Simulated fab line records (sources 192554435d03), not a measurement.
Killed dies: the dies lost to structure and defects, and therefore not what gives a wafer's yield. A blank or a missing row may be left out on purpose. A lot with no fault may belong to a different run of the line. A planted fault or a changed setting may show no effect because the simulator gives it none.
Lot-split experiment || flow n5Finfet || route with 1938 steps; 7 lots, 21 wafers read

SPLIT DETAILS
At N5_BEOL_M0_SAQP_ETCH_107 (etches SiNx in CH3F/O2, target depth 30 nm), the setting biasW was moved away from the recipe's 73 W on 9 of the 21 wafers read, by -8.8% to +10.7%. All remaining wafers had this setting at the recipe value.

The reading comes from the split's own step.

THE READING
rfVppV, in V, at N5_BEOL_M0_SAQP_ETCH_107 (etches SiNx in CH3F/O2, target depth 30 nm). On this fab line, fault-free wafers typically give 296 V with a standard deviation of 3.6 V.

{"wafer": "L076.2", "tool, chamber at the split": "rieDiel-01, 1", "biasW as run, W": 73, "against the recipe": "recipe", "rfVppV, V": 301, "against lot-mates on the recipe": "-"}
{"wafer": "L076.4", "tool, chamber at the split": "rieDiel-01, 2", "biasW as run, W": 73, "against the recipe": "recipe", "rfVppV, V": 295, "against lot-mates on the recipe": "-"}
{"wafer": "L076.5", "tool, chamber at the split": "rieDiel-01, 3", "biasW as run, W": 80.03, "against the recipe": "+9.6%", "rfVppV, V": 316, "against lot-mates on the recipe": "+18"}
{"wafer": "L078.1", "tool, chamber at the split": "rieDiel-02, 1", "biasW as run, W": 73, "against the recipe": "recipe", "rfVppV, V": 291, "against lot-mates on the recipe": "-"}
{"wafer": "L078.3", "tool, chamber at the split": "rieDiel-02, 3", "biasW as run, W": 73, "against the recipe": "recipe", "rfVppV, V": 289, "against lot-mates on the recipe": "-"}
{"wafer": "L078.4", "tool, chamber at the split": "rieDiel-02, 0", "biasW as run, W": 73, "against the recipe": "recipe", "rfVppV, V": 298, "against lot-mates on the recipe": "-"}
{"wafer": "L083.1", "tool, chamber at the split": "rieDiel-06, 1", "biasW as run, W": 73, "against the recipe": "recipe", "rfVppV, V": 301, "against lot-mates on the recipe": "-"}
{"wafer": "L083.5", "tool, chamber at the split": "rieDiel-06, 1", "biasW as run, W": 66.54, "against the recipe": "-8.8%", "rfVppV, V": 278, "against lot-mates on the recipe": -23}
{"wafer": "L083.6", "tool, chamber at the split": "rieDiel-06, 0", "biasW as run, W": 66.54, "against the recipe": "-8.8%", "rfVppV, V": 273, "against lot-mates on the recipe": -28}
{"wafer": "L090.4", "tool, chamber at the split": "rieDiel-06, 2", "biasW as run, W": 73, "against the recipe": "recipe", "rfVppV, V": 298, "against lot-mates on the recipe": "-"}
{"wafer": "L090.5", "tool, chamber at the split": "rieDiel-06, 0", "biasW as run, W": 73, "against the recipe": "recipe", "rfVppV, V": 294, "against lot-mates on the recipe": "-"}
{"wafer": "L090.6", "tool, chamber at the split": "rieDiel-06, 3", "biasW as run, W": 68.49, "against the recipe": "-6.2%", "rfVppV, V": 281, "against lot-mates on the recipe": -15}
{"wafer": "L092.1", "tool, chamber at the split": "rieDiel-01, 2", "biasW as run, W": 73, "against the recipe": "recipe", "rfVppV, V": 294, "against lot-mates on the recipe": "-"}
{"wafer": "L092.3", "tool, chamber at the split": "rieDiel-01, 0", "biasW as run, W": 73, "against the recipe": "recipe", "rfVppV, V": 299, "against lot-mates on the recipe": "-"}
{"wafer": "L092.6", "tool, chamber at the split": "rieDiel-01, 3", "biasW as run, W": 68.18, "against the recipe": "-6.6%", "rfVppV, V": 279, "against lot-mates on the recipe": -18}
{"wafer": "L093.1", "tool, chamber at the split": "rieDiel-02, 1", "biasW as run, W": 77.6, "against the recipe": "+6.3%", "rfVppV, V": 303, "against lot-mates on the recipe": "+13"}
{"wafer": "L093.2", "tool, chamber at the split": "rieDiel-02, 3", "biasW as run, W": 73, "against the recipe": "recipe", "rfVppV, V": 290, "against lot-mates on the recipe": "-"}
{"wafer": "L093.3", "tool, chamber at the split": "rieDiel-02, 2", "biasW as run, W": 77.6, "against the recipe": "+6.3%", "rfVppV, V": 309, "against lot-mates on the recipe": "+19"}
{"wafer": "L097.3", "tool, chamber at the split": "rieDiel-06, 2", "biasW as run, W": 80.84, "against the recipe": "+10.7%", "rfVppV, V": 324, "against lot-mates on the recipe": "+32"}
{"wafer": "L097.4", "tool, chamber at the split": "rieDiel-06, 0", "biasW as run, W": 73, "against the recipe": "recipe", "rfVppV, V": 292, "against lot-mates on the recipe": "-"}
{"wafer": "L097.5", "tool, chamber at the split": "rieDiel-06, 3", "biasW as run, W": 80.84, "against the recipe": "+10.7%", "rfVppV, V": 322, "against lot-mates on the recipe": "+30"}

THE FIT
A straight line over all 21 wafers: rfVppV changes by +2.31 V for each +1% of biasW; r = +0.96; the points scatter about the line by 3.8 V.
The same after taking each lot's own level away (the mean of its wafers on the recipe; 21 wafers): +2.66 V for each +1%; r = +0.98; scatter 3.2 V.
According to that fit, moving biasW by its largest amount changes the reading by 29 V.
Measured against the standard deviation above, the lots' own levels, which go from 290.0 to 301.0 V, span 3.1 times it.
Thus the slope moves with the lot-to-lot level: the two fits are different.
Check: +27.2 V against its lot-mates is what the line predicts for one of the wafers moved furthest among these (+10.7%) when that wafer is left out of the fit. Against them it came out at +32 V.
Tool readings at the split's step, against how far the setting was moved: rfVppV r = +0.96.

THE FILE'S OWN FIT
rfVppV changes by +2.55 V for each +1% of biasW, r = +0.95.
